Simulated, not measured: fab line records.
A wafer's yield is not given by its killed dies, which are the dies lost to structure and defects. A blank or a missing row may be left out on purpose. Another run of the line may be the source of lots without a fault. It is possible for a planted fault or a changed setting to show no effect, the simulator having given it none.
Matching of chambers / flow n5_finfet / ald_metal-04 running N5_BEOL_M1_ALD_84: 4 sister chambers
The step deposits TaN, pulse time 2 s, purge time 3 s, co reactant purge time 2 s. 8 wafers are shown with their chamber, then 9 later ones without.

== WAFERS, EACH WITH ITS CHAMBER ==
wafer=L087.4; chamber=0; heater_power_w (W)=467; chamber_pressure_Torr (Torr)=3.005
wafer=L087.5; chamber=3; heater_power_w (W)=379; chamber_pressure_Torr (Torr)=2.991
wafer=L090.3; chamber=2; heater_power_w (W)=431; chamber_pressure_Torr (Torr)=3.008
wafer=L090.5; chamber=0; heater_power_w (W)=451; chamber_pressure_Torr (Torr)=2.990
wafer=L090.6; chamber=1; heater_power_w (W)=451; chamber_pressure_Torr (Torr)=2.990
wafer=L091.1; chamber=3; heater_power_w (W)=389; chamber_pressure_Torr (Torr)=2.989
wafer=L091.2; chamber=2; heater_power_w (W)=426; chamber_pressure_Torr (Torr)=3.001
wafer=L091.6; chamber=1; heater_power_w (W)=451; chamber_pressure_Torr (Torr)=2.995

== WAFERS WHOSE CHAMBER IS MISSING ==
wafer=L094.1; heater_power_w (W)=381; chamber_pressure_Torr (Torr)=2.999
wafer=L094.2; heater_power_w (W)=421; chamber_pressure_Torr (Torr)=2.995
wafer=L094.4; heater_power_w (W)=463; chamber_pressure_Torr (Torr)=2.999
wafer=L096.1; heater_power_w (W)=468; chamber_pressure_Torr (Torr)=3.005
wafer=L096.2; heater_power_w (W)=423; chamber_pressure_Torr (Torr)=3.007
wafer=L096.3; heater_power_w (W)=448; chamber_pressure_Torr (Torr)=3.002
wafer=L097.1; heater_power_w (W)=385; chamber_pressure_Torr (Torr)=3.001
wafer=L097.2; heater_power_w (W)=425; chamber_pressure_Torr (Torr)=3.011
wafer=L097.6; heater_power_w (W)=424; chamber_pressure_Torr (Torr)=3.006

== CHAMBER TAKEN BY EACH ==
wafer=L094.1; from the rows above=3; in truth=3
wafer=L094.2; from the rows above=2; in truth=2
wafer=L094.4; from the rows above=can't be placed: 0 or 1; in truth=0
wafer=L096.1; from the rows above=can't be placed: 0 or 1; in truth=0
wafer=L096.2; from the rows above=2; in truth=2
wafer=L096.3; from the rows above=can't be placed: 1 or 0 or 2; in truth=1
wafer=L097.1; from the rows above=3; in truth=3
wafer=L097.2; from the rows above=2; in truth=2
wafer=L097.6; from the rows above=2; in truth=2
Placed correctly: 6 of 9. From these rows, 3 cannot be placed; in 3 the true chamber is one of the candidates. 0 placed wrongly.
How it was worked out, from the rows above alone: a wafer's distance from a chamber is the root of the sum, over the readings, of the square of ((its reading less the chamber's mean) divided by the reading's scatter). If the next closest chamber is less than 2 further off than the closest, the wafer can't be placed; otherwise it belongs to the closest. Each chamber's mean is taken over the wafers shown for it. How the scatter is found: for the shown wafers, subtract from each reading the mean of its chamber, square and add these, divide the total by (wafers less chambers), then take the root.
